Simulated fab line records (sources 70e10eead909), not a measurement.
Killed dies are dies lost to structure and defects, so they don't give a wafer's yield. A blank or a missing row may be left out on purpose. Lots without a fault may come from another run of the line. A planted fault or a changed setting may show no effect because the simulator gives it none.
What tool caused it? | flow nand_harc | 36 wafers from 12 lots sampled at 5 of the route's 1302 steps

== WHAT THE GAUGES READ, wafer by wafer ==
NHARC_END_SORT_01. Usual: killed_at_array 54, standard deviation 18; killed_at_other 0.9, standard deviation 1.2; killed_at_periphery 4.4, standard deviation 2.9; killed_dies 59, standard deviation 18; killed_open 3.2, standard deviation 1.8; killed_short 2.6, standard deviation 1.8.
lot  | measured     | on        | killed_at_array | killed_at_other | killed_at_periphery | killed_dies | killed_open | killed_short | flag
L779 | day 30 18:10 | prober-01 | 49 285 273      | 0 1 0           | 6 4 4               | 55 290 277  | 5 1 3       | 2 3 6        | OFF
L783 | day 31 18:24 | prober-02 | 53 62 353       | 0 0 0           | 3 4 4               | 56 66 357   | 2 2 4       | 1 3 2        | OFF

== TOOL THAT RAN EACH LOT (tool first, then ch and the chambers of the sampled wafers, then the start) ==
lot  | NHARC_A_SGD_CUT_DEP_00          | NHARC_A_BONDPAD_ETCH_24                       | NHARC_A_BONDPAD_CMP_19        | NHARC_HYBRID_BOND_ACTIVATE_00
L769 | pecvd-02 ch 0,1, day 19 21:20   | rie_diel-04 ch 1,2,3, day 23 16:05 or earlier | cmp-03 ch 1,2,3, day 23 16:05 | rie_diel-12 ch 0,2,3, day 23 16:42
L770 | pecvd-01 ch 0,1,2, day 19 22:01 | rie_diel-04 ch 0,3, day 24 02:47 or earlier   | cmp-03 ch 0,1, day 24 02:47   | rie_diel-10 ch 0,1,3, day 24 03:23
L768 | pecvd-01 ch 0,2, day 19 22:10   | rie_diel-04 ch 0,1, day 23 18:20 or earlier   | cmp-04 ch 1,2,3, day 23 18:20 | rie_diel-12 ch 0,1, day 23 18:55
L771 | pecvd-01 ch 0,1, day 20 18:01   | rie_diel-04 ch 2,3, day 24 21:04 or earlier   | cmp-03 ch 0,3, day 24 21:04   | rie_diel-12 ch 1,3, day 24 21:40
L776 | pecvd-04 ch 0,1, day 23 04:48   | rie_diel-04 ch 0,1,2, day 27 09:15 or earlier | cmp-04 ch 0,1, day 27 09:15   | rie_diel-12 ch 0,1,2, day 27 09:52
L779 | pecvd-01 ch 0,2, day 24 22:09   | rie_diel-07 ch 1,2,3, day 29 08:31 or earlier | cmp-01 ch 0,2,3, day 29 08:31 | rie_diel-06 ch 1,3, day 29 09:08
L783 | pecvd-01 ch 0,1,2, day 25 08:57 | rie_diel-07 ch 0,1,2, day 30 05:19 or earlier | cmp-03 ch 1,2,3, day 30 05:19 | rie_diel-12 ch 2,3, day 30 05:54
L785 | pecvd-04 ch 1,2, day 25 14:07   | rie_diel-07 ch 1,2, day 30 10:16 or earlier   | cmp-03 ch 0,1, day 30 10:16   | rie_diel-12 ch 1,2, day 30 10:50
L786 | pecvd-04 ch 0,2, day 26 18:01   | rie_diel-04 ch 1,2,3, day 31 03:59 or earlier | cmp-04 ch 0,2,3, day 31 03:59 | rie_diel-12 ch 2,3, day 31 04:29
L789 | pecvd-02 ch 0,1,2, day 28 14:12 | rie_diel-07 ch 1,3, day 32 18:04 or earlier   | cmp-04 ch 1,2,3, day 32 18:04 | rie_diel-12 ch 0,1,2, day 32 18:38
L790 | pecvd-01 ch 1,2, day 28 17:58   | rie_diel-04 ch 0,1,3, day 32 20:12 or earlier | cmp-03 ch 1,2,3, day 32 20:12 | rie_diel-12 ch 1,2, day 32 20:44
L791 | pecvd-01 ch 0,1,2, day 30 10:20 | rie_diel-07 ch 0,3, day 34 08:15 or earlier   | cmp-03 ch 0,3, day 34 08:15   | rie_diel-10 ch 0,1,3, day 34 08:54
- NHARC_A_SGD_CUT_DEP_00: deposits SiNx, target thk 50 nm.
- NHARC_A_BONDPAD_ETCH_24: etches the open film in CF4/N2, target depth 30 nm, time 72.99 s.
- NHARC_A_BONDPAD_CMP_19: polishes, t overpolish 30 s, cu recess touch 16 s, target thk 169.82 nm.
- NHARC_HYBRID_BOND_ACTIVATE_00: chemistry N2, time 60 s.

== WHAT THE TOOLS THEMSELVES READ (means of the sampled wafers that have a number; where no wafer has one, the mark that the record gives instead) ==
NHARC_A_SGD_CUT_DEP_00. Usual: heater_power_w 731 W, standard deviation 99; susceptor_temp_C 400.05 C, standard deviation 0.24.
lot  | tool     | heater_power_w (W) | susceptor_temp_C (C) | flag
L769 | pecvd-02 | 724                | 400.02               |
L770 | pecvd-01 | 664                | 399.90               |
L768 | pecvd-01 | 715                | 399.97               |
L771 | pecvd-01 | 717                | 400.04               |
L776 | pecvd-04 | 708                | 400.07               |
L779 | pecvd-01 | 794                | 400.22               |
L783 | pecvd-01 | 684                | 400.00               |
L785 | pecvd-04 | 693                | 400.22               |
L786 | pecvd-04 | 805                | 400.03               |
L789 | pecvd-02 | 687                | 400.13               |
L790 | pecvd-01 | 594                | 400.15               |
L791 | pecvd-01 | 710                | 400.02               |

NHARC_A_BONDPAD_ETCH_24. Usual: cf4_flow_sccm is 50.01 sccm with standard deviation 0.14, drypump_motor_current_A is 5.7 A with standard deviation 0.42, mfc_ar_sccm is 150.0 sccm with standard deviation 0.43, oes_product_au is 0.994 a.u. with standard deviation 0.0087, rf_vpp_V is 314.2 V with standard deviation 2, showerhead_plenum_p_Torr is 2.63 Torr with standard deviation 0.11, and throttle_valve_pct is 19.793 % with standard deviation 0.008.
lot  | tool        | cf4_flow_sccm (sccm) | drypump_motor_current_A (A) | mfc_ar_sccm (sccm) | oes_product_au (a.u.) | rf_vpp_V (V) | showerhead_plenum_p_Torr (Torr) | throttle_valve_pct (%) | flag
L769 | rie_diel-04 | 50.04                | 5.7                         | 149.9              | 0.989                 | 314.2        | 2.62                            | 19.788                 |
L770 | rie_diel-04 | 49.85                | 6.2                         | 150.1              | 0.994                 | 316.7        | 2.70                            | 19.797                 |
L768 | rie_diel-04 | 49.99                | 5.9                         | 149.4              | 0.992                 | 314.4        | 2.71                            | 19.793                 |
L771 | rie_diel-04 | 50.04                | 5.5                         | 149.9              | 1.003                 | 313.2        | 2.56                            | 19.794                 |
L776 | rie_diel-04 | 49.99                | 5.7                         | 149.9              | 1.000                 | 314.6        | 2.64                            | 19.798                 |
L779 | rie_diel-07 | 50.03                | 5.5                         | 149.8              | 0.991                 | 314.6        | 2.66                            | 19.792                 |
L783 | rie_diel-07 | 50.11                | 5.4                         | 150.2              | 0.995                 | 313.6        | 2.60                            | 19.792                 |
L785 | rie_diel-07 | 50.04                | 5.4                         | 150.0              | 0.991                 | 313.5        | 2.59                            | 19.801                 |
L786 | rie_diel-04 | 50.14                | 5.7                         | 150.1              | 0.994                 | 314.3        | 2.61                            | 19.794                 |
L789 | rie_diel-07 | 50.12                | 5.6                         | 150.0              | 1.000                 | 313.8        | 2.62                            | 19.793                 |
L790 | rie_diel-04 | 50.11                | 6.0                         | 150.4              | 0.989                 | 315.4        | 2.69                            | 19.797                 |
L791 | rie_diel-07 | 49.93                | 5.6                         | 150.4              | 0.994                 | 314.7        | 2.62                            | 19.795                 |

NHARC_A_BONDPAD_CMP_19. Usual: motor_current_A 11.7 A, standard deviation 1.4; overpolish_run_s 30.001 s, standard deviation 0.0083.
lot  | tool   | motor_current_A (A) | overpolish_run_s (s) | flag
L769 | cmp-03 | 11.3                | 30.002               |
L770 | cmp-03 | 12.4                | 30.003               |
L768 | cmp-04 | 12.0                | 29.996               |
L771 | cmp-03 | 10.0                | 30.005               |
L776 | cmp-04 | 11.3                | 30.004               |
L779 | cmp-01 | 13.5                | 30.016               |
L783 | cmp-03 | 11.1                | 29.999               |
L785 | cmp-03 | 12.4                | 29.997               |
L786 | cmp-04 | 12.1                | 29.995               |
L789 | cmp-04 | 12.5                | 30.000               |
L790 | cmp-03 | 11.3                | 30.000               |
L791 | cmp-03 | 10.2                | 29.998               |

NHARC_HYBRID_BOND_ACTIVATE_00. Usual: drypump_motor_current_A 5.7 A, standard deviation 0.39; mfc_ar_sccm 0.011 sccm, standard deviation 0.012; oes_product_au 1.000 a.u., standard deviation 0.009; rf_vpp_V 63.9 V, standard deviation 0.93; showerhead_plenum_p_Torr 1.73 Torr, standard deviation 0.066.
lot  | tool        | drypump_motor_current_A (A) | mfc_ar_sccm (sccm) | oes_product_au (a.u.) | rf_vpp_V (V) | showerhead_plenum_p_Torr (Torr) | flag
L769 | rie_diel-12 | 5.8                         | 0.017              | 0.998                 | 64.6         | 1.73                            |
L770 | rie_diel-10 | 5.5                         | 0.014              | 1.014                 | 64.4         | 1.73                            |
L768 | rie_diel-12 | 5.9                         | 0.011              | 1.009                 | 63.3         | 1.73                            |
L771 | rie_diel-12 | 5.8                         | 0.000              | 0.993                 | 63.4         | 1.68                            |
L776 | rie_diel-12 | 5.8                         | 0.017              | 0.992                 | 64.3         | 1.76                            |
L779 | rie_diel-06 | 5.9                         | 0.006              | 0.995                 | 63.4         | 1.74                            |
L783 | rie_diel-12 | 5.7                         | 0.006              | 1.004                 | 64.3         | 1.71                            |
L785 | rie_diel-12 | 5.6                         | 0.006              | 0.993                 | 64.3         | 1.76                            |
L786 | rie_diel-12 | 5.5                         | 0.011              | 0.998                 | 64.4         | 1.77                            |
L789 | rie_diel-12 | 5.8                         | 0.017              | 0.990                 | 64.7         | 1.75                            |
L790 | rie_diel-12 | 5.5                         | 0.011              | 0.990                 | 63.9         | 1.79                            |
L791 | rie_diel-10 | 5.5                         | 0.014              | 0.999                 | 65.0         | 1.81                            |

== THE ANSWER, worked out from the rows above alone ==
Rule: a lot is off if the mean of its wafers that have a number lies more than 3 standard deviations from the usual mean. A lot without any number at a reading at which 4 lots or more have one is off too. Any other lot the step has rows for is counted as sound. After the gauges, taken in route order, come the tools' own readings; for these a lot's mean is taken, as printed above. The first step at which some lot is off is used, and at that step the reading that is off furthest; a lot without a number counts as furthest.
Off, at NHARC_END_SORT_01 on killed_at_array: L779, L783. Neither off nor sound, because the step has no rows for them: L769, L770, L768, L771, L776, L785, L786, L789, L790, L791.
A tool fits if, at a process step before that reading, it ran every lot that is off, and no sound lot after the first of them. Those tools and the gauges at NHARC_END_SORT_01 are tried in the same way. With no start given for some of its lots, NHARC_A_BONDPAD_ETCH_24 uses the hours and lot order of NHARC_A_BONDPAD_CMP_19. 2 tools fit, pecvd-01 at NHARC_A_SGD_CUT_DEP_00 and rie_diel-07 at NHARC_A_BONDPAD_ETCH_24, so this cannot tell which one it is.

== WHAT WAS PUT IN BY THE SIMULATOR ==
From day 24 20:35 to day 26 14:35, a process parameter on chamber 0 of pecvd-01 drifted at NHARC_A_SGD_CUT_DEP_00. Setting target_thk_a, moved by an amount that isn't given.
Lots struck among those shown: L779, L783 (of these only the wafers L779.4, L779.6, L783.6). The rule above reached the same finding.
